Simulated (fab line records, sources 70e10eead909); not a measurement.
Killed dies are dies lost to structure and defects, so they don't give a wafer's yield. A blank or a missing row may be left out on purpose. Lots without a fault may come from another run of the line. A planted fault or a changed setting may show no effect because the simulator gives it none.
A struck lot beside a sound one | flow nand_harc | 15 steps out of a route of 1159
Sound: wafers L346.1, L346.3, L346.4. Struck: wafers L348.2, L348.4, L348.5. The cause comes at the end.
At each step with rows: each side's tool, then ch and its chambers, then its first start. Under that, the readings that differ: sound wafers | struck wafers | difference of the means | sigmas: that difference in standard deviations of wafers without a fault.
alike: readings whose means differ by less than 2 such deviations, and words and numbers that are the same on both sides. not compared: withheld readings, readings that some wafer has no value for, bounds like >300 that may hide the same value, and numbers for which the record gives no deviation and whose values overlap.
The two part at a step that has a row with sigmas, a row that says differs or no value, or rows on one side only. Numbers that don't overlap but have no deviation are shown without sigmas and don't part them. A reading that every wafer of one side lacks parts them only if that side has two wafers or more.

first, 9 steps without rows for these wafers: NHARC_P_ZERO_WELL_STRIP_15 (strips in SPM, time 900 s); NHARC_P_ZERO_WELL_DEHYDRATE_16 (time 120 s); NHARC_P_ZERO_WELL_HMDS_17 (time 30 s); NHARC_P_ZERO_WELL_COAT_18; NHARC_P_ZERO_WELL_SOFTBAKE_19 (time 95 s); NHARC_P_ZERO_WELL_EBR_20; NHARC_P_ZERO_WELL_EXPOSE_21 (exposes mask P NWELL, target cd 720 nm); NHARC_P_ZERO_WELL_PEB_22 (peb time 85 s); NHARC_P_ZERO_WELL_DEVELOP_23 (time 70 s).
NHARC_P_ZERO_WELL_CD_MEAS_24: target cd 720 nm.
  sound on cd_sem-03 ch 0, day 3 14:37; struck on cd_sem-02 ch 0, day 4 02:29
  alike: cd_nm
then, 1 step without rows for these wafers: NHARC_P_ZERO_WELL_HARDBAKE_25 (time 80 s).
NHARC_P_ZERO_WELL_DESCUM_26: chemistry O2, time 3 s.
  sound on rie_diel-01 ch 0,1,3, day 3 14:48; struck on rie_diel-11 ch 0,1,2, day 4 02:40
  alike: drypump_motor_current_A, oes_product_au, rf_vpp_V, showerhead_plenum_p_Torr, throttle_valve_pct
  not compared: rf_hours_counter_h
NHARC_P_ZERO_WELL_IMPLANT_27:
  sound on implanter-02 ch 0, day 3 14:56; struck on implanter-01 ch 0, day 4 03:14
  alike: dose_ions_cm2
then, 1 step without rows for these wafers: NHARC_P_ZERO_WELL_IMPLANT_57.
-- the record jumps here: 18 days lie between the struck wafers' starts before and after (it left off in module P_ZERO_WELL and takes up again in module END, whose first step shown is number 1159 of the route) --
NHARC_END_SORT_01:
  sound on prober-02 ch 0, day 21 22:04; struck on prober-01 ch 0, day 22 10:45
  reading             | sound  | struck | difference | sigmas
  killed_at_periphery | 19 8 7 | 0 2 2  | -10        | -4
  alike: killed_at_array, killed_at_other, killed_dies, killed_open, killed_short

WHERE THEY PART
Only at NHARC_END_SORT_01, within this record.

WHY: what the simulator had put in
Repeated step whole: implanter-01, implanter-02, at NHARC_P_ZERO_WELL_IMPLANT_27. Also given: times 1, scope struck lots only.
